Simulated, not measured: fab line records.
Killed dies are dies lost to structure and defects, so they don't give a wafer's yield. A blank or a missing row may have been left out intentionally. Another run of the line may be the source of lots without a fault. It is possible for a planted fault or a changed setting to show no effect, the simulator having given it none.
Code-filled problem report in 8D (eight disciplines) form | flow n5_finfet | the parts of the form that need people (team, actions taken, sign-off) are left out

## 1. THE ISSUE
Wafers with no fault read 11 with a standard deviation of 5.1, whereas raw_defect_count at N5_STI_FIN_REVEAL_INSPECT_13 reads a mean of 1411 on 1 wafer of 1 lot. So: +99 or more standard deviations from the usual mean.
The step: inspects for defects (darkfield).
Seen first at day 3 14:35 on defect_inspect-02, wafer L781.2. Wafers with a number at this step in the record: 29, from 11 lots. By rule, "out" or "out of limits" means more than 4 standard deviations away from the usual mean. The other wafers with a number count as sound.

## 2. WHAT IT IS AND WHAT IT IS NOT
question                    | is                | is not
which readings at this step | raw_defect_count  | -
which lots                  | L781              | L777, L778, L790, L792, L794, L795, L796, L797, L798, L800
which wafers of those lots  | L781.2            | L781.1, L781.5
read on which gauges        | defect_inspect-02 | defect_inspect-01
when                        | from day 3 14:35  | up to then (7 sound wafers); but 21 sound wafers of L790, L792, L794, L795, L796, L797, L798, L800 came after

## 3. THE SUSPECTS, EACH WITH WHAT RULES IT OUT
Counting: a tool at a process step up to the reading stays a suspect if it ran every lot that is out. Sound lots after the first of them don't rule it out here, since some wafers of a struck lot are sound.
- the gauge at N5_STI_FIN_REVEAL_INSPECT_13 is ruled out. All the wafers that are out were read on defect_inspect-02, but those of them that N5_PASSIVATION_PROBE_49 has rows for are out there too, on other tools.
- rie_diel-04 at N5_FIN_CUT_ETCH_21 (etches SOC in N2/H2, target depth 219 nm, overetch 43.8 nm, time 523.5 s): kept. It ran the lot that is out, L781 (day 3 02:42).
- vapor_etch-01 at N5_FIN_CUT_PRECLEAN_35 (cleans in vHF, time 13.3 s): kept. The lot that is out, L781, ran on it at day 3 03:10; the last sound lot it ran before that was L777, at day 2 03:37.
- vapor_etch-02 at N5_STI_FIN_REVEAL_RECESS_09 (chemistry HF/NH3, target SiO2, afs cycles 11, target depth 42.5 nm, sublimation time 60 s): kept. The lot that is out, L781, ran on it at day 3 10:09; the last sound lot it ran before that was L778, at day 2 19:32.
- wet_bench-03 at N5_STI_FIN_REVEAL_STRIP_35 (strips Si3N4 in H3PO4, target depth 4 nm, time 39 s): kept. The lot that is out, L781, ran on it at day 3 14:14; the last sound lot it ran before that was L778, at day 2 23:04.
- Within rie_diel-04 at N5_FIN_CUT_ETCH_21: the wafers that are out ran in chamber 1; their sound lot-mates ran in chambers 0, 2.
Left after counting: rie_diel-04 at N5_FIN_CUT_ETCH_21, vapor_etch-01 at N5_FIN_CUT_PRECLEAN_35, vapor_etch-02 at N5_STI_FIN_REVEAL_RECESS_09, wet_bench-03 at N5_STI_FIN_REVEAL_STRIP_35.

## 4. THE CAUSE (what the simulator had put in)
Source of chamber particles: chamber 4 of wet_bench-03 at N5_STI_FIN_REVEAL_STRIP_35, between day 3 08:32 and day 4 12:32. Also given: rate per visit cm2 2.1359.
Counting left 4 suspects, and this tool is among them.

## 5. THE CHAIN OF EFFECTS, in route order
Rows list readings where the struck wafers' mean (over those with a number) sits beyond 3 standard deviations from the usual. Scope: only readings with a usual standard deviation given in the record; hours: median across lots of the time from each lot's start at the first step in this table that gives one to its start at this step; sigmas: change in usual standard deviations.
hours | step                         | reading              | usual  | on struck wafers | change | sigmas
0     | N5_STI_FIN_REVEAL_INSPECT_13 | raw_defect_count     | 11     | 1411             | +1400  | +99 or more
238   | N5_PASSIVATION_PROBE_49      | defect_limited_yield | 91.2 % | 79.7             | -11.5  | -7.7
238   | N5_PASSIVATION_PROBE_49      | killed_at_front_end  | 40     | 174              | +134   | +12
238   | N5_PASSIVATION_PROBE_49      | killed_dies          | 104    | 239              | +135   | +7.9
238   | N5_PASSIVATION_PROBE_49      | sort_bin_5_function  | 5.1 %  | 11.8             | +6.7   | +7.4
238   | N5_PASSIVATION_PROBE_49      | sort_n_pass          | 1076   | 941              | -135   | -7.9
238   | N5_PASSIVATION_PROBE_49      | sort_yield_pct       | 91.2 % | 79.7             | -11.5  | -7.7
Process steps it contains:
- N5_PASSIVATION_PROBE_49
Later steps that measure or inspect, where all struck wafers having a row at the step show a number for every such reading and not one has moved that far: N5_BEOL_M4_RC_MEAS_101.

## 6. HOW IT WOULD HAVE BEEN CAUGHT EARLIER
6 hours passed between the start of the fault at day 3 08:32 and the first reading out of limits at a measuring or inspecting step in this record, taken at day 3 14:35.
By day 3 14:35, every lot that is out (1) had started N5_STI_FIN_REVEAL_STRIP_35 on wet_bench-03. A hold on the tool at that time would have spared none of them.
